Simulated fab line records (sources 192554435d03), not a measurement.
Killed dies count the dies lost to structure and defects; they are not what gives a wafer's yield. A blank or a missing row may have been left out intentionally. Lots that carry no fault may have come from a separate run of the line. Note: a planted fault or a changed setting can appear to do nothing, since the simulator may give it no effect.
Chamber matching / flow n5-finfet / N5_BEOL_M4_VIA_ETCH_34 on rie-diel-04: 4 sister chambers
The step etches the open film in C4F6/O2, target depth 69.4 nm, time 65.9 s. 4 wafers are shown with their chamber, then 9 later ones without.

== WAFERS WITH THEIR CHAMBER ==
wafer=L086.2; chamber=1; throttle-valve-pct (%)=30.99
wafer=L092.2; chamber=0; throttle-valve-pct (%)=31.01
wafer=L092.5; chamber=3; throttle-valve-pct (%)=30.54
wafer=L092.6; chamber=2; throttle-valve-pct (%)=30.65

== WAFERS MISSING THEIR CHAMBER ==
wafer=L095.2; throttle-valve-pct (%)=31.01
wafer=L095.4; throttle-valve-pct (%)=30.55
wafer=L095.5; throttle-valve-pct (%)=30.55
wafer=L096.1; throttle-valve-pct (%)=30.65
wafer=L096.2; throttle-valve-pct (%)=30.55
wafer=L096.4; throttle-valve-pct (%)=30.55
wafer=L097.4; throttle-valve-pct (%)=31.05
wafer=L097.5; throttle-valve-pct (%)=30.95
wafer=L097.6; throttle-valve-pct (%)=30.65

== CHAMBER TAKEN BY EACH ==
wafer=L095.2; from the rows above=can't be placed: 0 or 1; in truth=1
wafer=L095.4; from the rows above=3; in truth=3
wafer=L095.5; from the rows above=3; in truth=3
wafer=L096.1; from the rows above=2; in truth=2
wafer=L096.2; from the rows above=3; in truth=3
wafer=L096.4; from the rows above=3; in truth=3
wafer=L097.4; from the rows above=can't be placed: 0 or 1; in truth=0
wafer=L097.5; from the rows above=can't be placed: 1 or 0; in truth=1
wafer=L097.6; from the rows above=2; in truth=2
Placed correctly: 6 of 9. Cannot be placed on the basis of these rows: 3; the candidates contain the true chamber in 3. Placed wrongly: 0.
How it was worked out, from the rows above alone: a wafer's distance from a chamber is the root of the sum, over the readings, of the square of ((its reading less the chamber's mean) divided by the reading's scatter). The wafer belongs to the nearest chamber; if the next one is less than 2 further off, it can't be placed. The mean given for a chamber averages the wafers shown for that chamber. The scatter (one wafer shown for each chamber): square how far every hidden wafer sits from the nearest shown wafer, average those squares and take the square root.
